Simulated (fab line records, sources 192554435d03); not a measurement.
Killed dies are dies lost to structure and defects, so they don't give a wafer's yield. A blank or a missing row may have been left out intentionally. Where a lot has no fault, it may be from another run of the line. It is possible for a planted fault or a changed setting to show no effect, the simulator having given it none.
fab line records | flow n5Finfet
record lots=12 wafers=36 lastDay=17
route steps=1938 shown GATE_CUT@503 MIM_BOT_ETCH@1867 TV_LITHO@1884 PASSIVATION@1936
lots untouched by any fault: they come from a run of this same line in which no faults occurred
startH: hours from the record's first day to the start of the lot's first wafer shown | waitH: how many hours have passed since the lot's step before this one | " unchanged from the row above | L1.1+2: several wafers, shown together as one row | - no value, or no start given | * or withheld: withheld | < > ~ a bound
route shown NAME@n: NAME is a module with steps in the file, n the number in the route of the first one | usual: the fault-free wafers' mean and standard deviation | same: alike in all rows | chamber/n: place in a boat | sites: per-site readings | _std_site: standard deviation across them | _edge_site: mean of outer sites minus mean of inner sites | radiusMm: for every site, how far away it sits from the centre of the wafer | mask NAME#n: copy n | behind: the most recent tool/chamber to have shaped the wafer | hold: reason for holding the lot/hours on hold/outcome of the hold | device: whichever transistor did not switch (one of n, p or np) | end of line: tests of these same wafers at the route's end | step lacking rows: just its recipe | killed: dies lost to structure and defects at the first sort, not the wafer's yield | map: shows each die of a wafer: x if killed, . if not, _ if none is there
set.NAME: the setting as run; set.NAME@STEP: as run at that earlier step | model.NAME: the simulator's own value behind a step, which no gauge read
the route's steps for a sample of lots (tables are steps, rows are wafers)
services: a tool's chamber out of use, with start hour (startH, from the record's first day; less than 0 if before it), hours out, and reason
## steps
# step N5_GATE_CUT_ETCH_47
# recipe chemistry=Cl2/BCl3 target=SiO2 targetDepthA=100 pressureMtorr=10 icpW=1000 biasW=126 Cl2_flow_sccm=53.25 bcl3FlowSccm=21.75 Ar_flow_sccm=25
# usual drypumpMotorCurrentA=5.5/0.38 heBacksideLeakSccm=3.5/0.38 oesProductAu=0.79/0.082 throttleValvePct=22.9/0.37
# columns lot.wafer tool chamber startH waitH drypumpMotorCurrentA heBacksideLeakSccm oesProductAu rfHoursCounterH throttleValvePct
L581.3 rieMetal-02 1 81.66 0.0 5.3 3.2 0.89 - 22.7
L581.4 " 0 " " 5.5 3.3 0.79 - 22.2
L581.5 " 0 " " 5.5 3.3 0.78 - 22.2
L582.2 rieMetal-01 1 94.87 0.0 6.1 3.4 0.85 20 23.2
L582.3 " 0 " " 5.3 3.7 0.75 - 22.6
L582.5 " 1 " " 6.1 3.3 0.85 - 23.1
L583.2 rieMetal-03 0 97.55 0.0 4.9 3.4 0.68 83 23.4
L583.4 " 1 " " 5.6 3.6 0.96 - 23.0
L583.6 " 1 " " 5.6 3.6 0.95 - 23.0
L584.2 rieMetal-02 1 103.71 0.0 5.3 3.2 0.87 14 22.7
L584.4 " 0 " " 5.5 3.6 0.78 - 22.3
L584.5 " 1 " " 5.3 3.1 0.87 - 22.7
L588.2 rieMetal-02 0 133.63 0.0 5.5 3.5 0.77 37 22.3
L588.3 " 1 " " 5.3 3.5 0.87 - 22.7
L588.4 " 0 " " 5.5 3.7 0.78 - 22.3
L593.4 rieMetal-02 1 157.64 0.0 5.2 3.4 0.85 - 22.7
L593.5 " 0 " " 5.5 3.7 0.76 - 22.3
L593.6 " 1 " " 5.3 3.4 0.85 - 22.7
L595.1 rieMetal-01 1 170.86 0.0 6.1 3.3 0.81 28 23.2
L595.4 " 1 " " 6.0 3.4 0.81 - 23.2
L595.6 " 1 " " 6.1 3.4 0.81 - 23.2
L596.1 rieMetal-03 1 178.59 0.0 5.6 3.5 0.90 11 23.0
L596.2 " 0 " " 4.9 3.4 0.66 91 23.4
L596.4 " 1 " " 5.6 3.4 0.89 - 23.0
L598.1 rieMetal-03 1 190.68 0.0 5.6 3.5 0.91 13 23.0
L598.3 " 0 " " 4.9 3.5 0.66 - 23.4
L598.6 " 1 " " 5.6 3.5 0.91 - 23.0
L601.1 rieMetal-03 0 205.57 0.0 4.9 3.7 0.66 94 23.4
L601.5 " 1 " " 5.6 3.7 0.89 - 23.0
L601.6 " 0 " " 4.9 3.3 0.66 - 23.4
L603.1 rieMetal-01 1 220.27 0.0 6.1 3.4 0.81 33 23.2
L603.2 " 0 " " 5.3 3.7 0.73 67 22.6
L603.6 " 0 " " 5.3 3.8 0.73 - 22.6
L604.2 rieMetal-03 1 227.65 0.0 5.6 3.6 0.88 16 23.0
L604.3 " 1 " " 5.6 3.7 0.88 - 23.0
L604.5 " 1 " " 5.6 3.6 0.88 - 23.0
# step N5_MIM_BOT_ETCH_ETCH_03
# recipe chemistry=Cl2/BCl3 targetDepthA=120 pressureMtorr=8 icpW=800 biasW=100 Cl2_flow_sccm=20 bcl3FlowSccm=80
# usual drypumpMotorCurrentA=5.4/0.37 heBacksideLeakSccm=3.5/0.37 oesProductAu=0.75/0.068 throttleValvePct=27.7/0.36
# columns lot.wafer tool chamber startH waitH drypumpMotorCurrentA heBacksideLeakSccm oesProductAu rfHoursCounterH throttleValvePct
L581.3 rieMetal-03 1 245.18 0.1 5.6 3.4 0.86 - 27.7
L581.4 " 0 " " 4.9 3.5 0.65 - 28.2
L581.5 " 1 " " 5.6 3.7 0.86 - 27.7
L582.2 rieMetal-01 0 264.61 0.1 5.3 3.6 0.73 71 27.4
L582.3 " 0 " " 5.3 3.5 0.74 - 27.4
L582.5 " 1 " " 6.1 3.5 0.80 - 28.0
L584.2 rieMetal-02 1 269.40 0.1 5.2 3.4 0.81 - 27.4
L584.4 " 1 " " 5.2 3.4 0.82 - 27.4
L584.5 " 1 " " 5.3 3.4 0.81 - 27.4
L583.2 rieMetal-01 1 270.07 0.1 6.1 3.4 0.79 37 28.0
L583.4 " 0 " " 5.3 3.7 0.72 - 27.4
L583.6 " 0 " " 5.3 3.5 0.72 - 27.4
L588.2 rieMetal-02 0 298.37 0.1 5.5 3.3 0.75 50 27.1
L588.3 " 0 " " 5.5 3.2 0.75 - 27.1
L588.4 " 1 " " 5.3 5.6 0.81 - 27.4
L593.4 rieMetal-02 1 341.47 0.1 5.3 3.2 0.78 - 27.4
L593.5 " 1 " " 5.2 3.3 0.79 - 27.5
L593.6 " 1 " " 5.3 3.5 0.79 - 27.4
L596.1 rieMetal-03 1 344.70 0.1 5.6 3.7 0.83 26 27.7
L596.2 " 0 " " 4.9 3.9 0.63 106 28.3
L596.4 " 1 " " 5.6 3.7 0.82 - 27.8
L595.1 rieMetal-01 1 345.05 0.1 6.1 3.3 0.77 44 28.0
L595.4 " 1 " " 6.1 3.3 0.77 - 28.0
L595.6 " 0 " " 5.3 3.6 0.71 - 27.4
L598.1 rieMetal-03 1 360.74 0.1 5.6 3.6 0.82 28 27.8
L598.3 " 1 " " 5.6 3.5 0.82 - 27.8
L598.6 " 0 " " 4.9 3.5 0.63 - 28.3
L601.1 rieMetal-02 0 366.17 0.1 5.5 3.1 0.73 51 27.1
L601.5 " 1 " " 5.3 3.4 0.77 - 27.5
L601.6 " 0 " " 5.5 3.3 0.73 - 27.1
L603.1 rieMetal-01 1 380.60 0.1 6.1 3.4 0.75 48 28.1
L603.2 " 0 " " 5.3 3.7 0.70 83 27.4
L603.6 " 0 " " 5.2 3.6 0.70 - 27.4
L604.2 rieMetal-01 1 399.18 0.1 6.1 3.4 0.75 49 28.0
L604.3 " 0 " " 5.3 3.6 0.69 - 27.4
L604.5 " 0 " " 5.3 3.7 0.69 - 27.4
# step N5_PASSIVATION_OVL_MEAS_60
# recipe pointsPerWafer=44
# usual TV_OVL=-3/5.1
# same pointsPerWafer=44
# columns lot.wafer tool chamber startH waitH TV_OVL[nm]
L581.3 overlay-02 0 246.71 0.0 -3
L581.4 " 0 " " 3
L581.5 " 0 " " -2
L582.2 overlay-02 0 267.21 0.0 -9
L582.3 " 0 " " -8
L582.5 " 0 " " -11
L584.2 overlay-01 0 270.80 0.0 0
L584.4 " 0 " " 12
L584.5 " 0 " " -8
L583.2 overlay-02 0 271.27 0.0 -4
L583.4 " 0 " " -15
L583.6 " 0 " " -2
L588.2 overlay-02 0 301.43 0.0 -4
L588.3 " 0 " " 0
L588.4 " 0 " " -5
L593.4 overlay-02 0 344.77 0.0 -3
L593.5 " 0 " " -1
L593.6 " 0 " " -9
L596.1 overlay-01 0 346.23 0.0 -3
L596.2 " 0 " " 0
L596.4 " 0 " " -6
L595.1 overlay-02 0 350.74 0.0 -1
L595.4 " 0 " " -4
L595.6 " 0 " " -12
L598.1 overlay-02 0 361.93 0.0 3
L598.3 " 0 " " -3
L598.6 " 0 " " -10
L601.1 overlay-01 0 368.32 0.0 4
L601.5 " 0 " " -8
L601.6 " 0 " " -5
L603.1 overlay-01 0 383.70 0.0 -4
L603.2 " 0 " " -5
L603.6 " 0 " " -3
L604.2 overlay-02 0 401.31 0.0 -9
L604.3 " 0 " " -6
L604.5 " 0 " " -13
# step N5_PASSIVATION_PROBE_49
# usual defectLimitedYield=91.3/1.5 killed_at_M0_to_M3=35/10 killed_at_M4_up=13/5.3 killedAtContacts=12/5.7 killedAtFrontEnd=39/11 killedAtOther=3.3/2.7 killedDies=102/18 killedOpen=67/13 killedShort=34/7.8 sort_bin_5_function=5.1/1 sort_bin_6_memory=3.3/0.68 sortNPass=1078/18 sortYieldPct=91.3/1.5
# same grossDies=1180 killedAtBackSide=0 sort_bin_4_leakage[%]=0 sort_bin_8_speed[%]=0
# columns lot.wafer tool chamber startH waitH defectLimitedYield[%] killed_at_M0_to_M3 killed_at_M4_up killedAtContacts killedAtFrontEnd killedAtOther killedDies killedOpen killedShort sort_bin_5_function[%] sort_bin_6_memory[%] sortNPass sortYieldPct[%]
L581.3 prober-01 - 254.81 0.1 92.3 33 7 7 42 2 91 55 34 4.4 3.1 1089 92.3
L581.4 prober-01 - 254.86 0.2 91.2 39 11 16 38 0 104 73 31 5.6 3.1 1076 91.2
L581.5 prober-01 - 254.91 0.2 92.7 29 9 3 45 0 86 52 33 3.6 3.2 1094 92.7
L588.2 prober-01 - 309.01 0.1 90.2 29 21 21 43 2 116 88 28 6.0 3.3 1064 90.2
L588.3 prober-01 - 309.06 0.1 82.1 18 12 23 153 5 211 73 30 9.7 5.7 969 82.1
L588.4 prober-01 - 309.11 0.2 91.8 16 16 18 45 2 97 71 25 4.2 4.0 1083 91.8
L593.4 prober-02 - 352.42 0.2 83.6 33 10 8 138 5 194 47 29 10.9 3.4 986 83.6
L593.5 prober-02 - 352.47 0.2 92.9 27 12 15 25 5 84 58 25 3.5 3.5 1096 92.9
L593.6 prober-02 - 352.52 0.3 84.8 18 7 6 147 1 179 41 24 9.1 4.0 1001 84.8
# killed by level:class
L581.3 BEOL_M0_SAQP:geometricParticle:short=12 FIN_SAQP:geometricParticle:short=10 DUMMY_GATE:geometricParticle:open=9 STI_FIN_REVEAL:geometricParticle:open=7 MOL_CONTACT_COAG:geometricParticle:open=6 FIN_SAQP:geometricParticle:open=5 BEOL_M0_SAQP:geometricParticle:open=5 BEOL_M2:geometricParticle:open=5
L581.4 MOL_CONTACT_COAG:geometricParticle:open=15 BEOL_M0_SAQP:geometricParticle:open=15 STI_FIN_REVEAL:geometricParticle:open=12 BEOL_M2:geometricParticle:open=11 BEOL_M0_SAQP:geometricParticle:short=8 DUMMY_GATE:geometricParticle:open=6 FIN_SAQP:geometricParticle:open=4 DUMMY_GATE:geometricParticle:short=4
L581.5 BEOL_M2:geometricParticle:open=17 FIN_SAQP:geometricParticle:short=11 STI_FIN_REVEAL:geometricParticle:open=8 FIN_SAQP:geometricParticle:open=7 BEOL_M0_SAQP:geometricParticle:short=7 BEOL_M4:geometricParticle:open=4 GATE_CUT:geometricParticle:short=3 MOL_CONTACT_COAG:geometricParticle:open=3
L588.2 MOL_CONTACT_COAG:geometricParticle:open=16 FIN_SAQP:geometricParticle:open=14 BEOL_M2:geometricParticle:open=12 BEOL_M4:geometricParticle:open=11 DUMMY_GATE:geometricParticle:open=7 BEOL_M0_SAQP:geometricParticle:short=7 BEOL_M0_SAQP:geometricParticle:open=6 GATE_CUT:geometricParticle:open=5
L588.3 GATE_CUT:unspecified=107 MOL_CONTACT_COAG:geometricParticle:open=20 FIN_SAQP:geometricParticle:open=16 FIN_SAQP:geometricParticle:short=9 STI_FIN_REVEAL:geometricParticle:open=7 BEOL_M0_SAQP:geometricParticle:open=5 BEOL_M4:geometricParticle:short=5 BEOL_M4:geometricParticle:open=4
L588.4 FIN_SAQP:geometricParticle:open=15 MOL_CONTACT_COAG:geometricParticle:open=14 STI_FIN_REVEAL:geometricParticle:open=7 BEOL_M4:geometricParticle:open=7 BEOL_M0_SAQP:geometricParticle:open=6 DUMMY_GATE:geometricParticle:open=5 BEOL_M4:geometricParticle:short=5 GATE_CUT:geometricParticle:open=4
L593.4 GATE_CUT:unspecified=118 BEOL_M0_SAQP:geometricParticle:short=10 BEOL_M2:geometricParticle:open=9 BEOL_M0_SAQP:geometricParticle:open=5 FIN_SAQP:geometricParticle:open=4 GATE_CUT:geometricParticle:short=4 MOL_CONTACT_COAG:geometricParticle:short=4 MOL_CONTACT_COAG:geometricParticle:open=4
L593.5 MOL_CONTACT_COAG:geometricParticle:open=11 BEOL_M2:geometricParticle:open=9 BEOL_M0_SAQP:geometricParticle:open=7 STI_FIN_REVEAL:geometricParticle:open=5 DUMMY_GATE:geometricParticle:open=5 BEOL_M4:geometricParticle:open=5 GATE_CUT:geometricParticle:short=5 BEOL_M0_SAQP:geometricParticle:short=5
L593.6 GATE_CUT:unspecified=114 FIN_SAQP:geometricParticle:open=8 FIN_SAQP:geometricParticle:short=6 BEOL_M1:geometricParticle:open=5 STARTING-WAFER:geometricParticle:short=4 MOL_CONTACT_COAG:geometricParticle:open=4 GATE_CUT:geometricParticle:short=3 GATE_CUT:geometricParticle:open=3
## services
# columns tool chamber startH hours kind
rieMetal-01 - 65.02 0.5 repair
rieMetal-01 - 79.58 2.9 repair
rieMetal-01 0 134.08 6.0 repair
rieMetal-03 - 166.18 2.2 repair
rieMetal-02 0 253.58 26.6 repair
rieMetal-03 - 253.80 1.7 repair
rieMetal-02 0 298.84 63.1 repair
rieMetal-02 1 331.14 4.0 repair
rieMetal-03 0 360.95 - clean
rieMetal-03 0 360.95 14.7 scheduledDown
rieMetal-03 0 360.95 14.7 ventCycle
## key
firstSign step=N5_PASSIVATION_PROBE_49 reading=killedAtFrontEnd direction=up sigmas=9.8 usual=39 struck=146
effect step=N5_PASSIVATION_PROBE_49 reading=killedDies direction=up sigmas=5.2 usual=102 struck=195
moreKillsBornAt N5_GATE_CUT_ETCH_47@rieMetal-02=339
metAt N5_GATE_CUT_ETCH_47
struckLots L588,L593
struckWafers L588.3,L593.4,L593.6
notActingAt N5_MIM_BOT_ETCH_ETCH_03,N5_PASSIVATION_OVL_MEAS_60
onsetBetween 103.71 133.63
fault kind=chamberParticleSource tool=rieMetal-02 chamber=1 onsetH=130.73 steps=N5_GATE_CUT_ETCH_47 ratePerVisitCm2=0.66947 endH=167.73
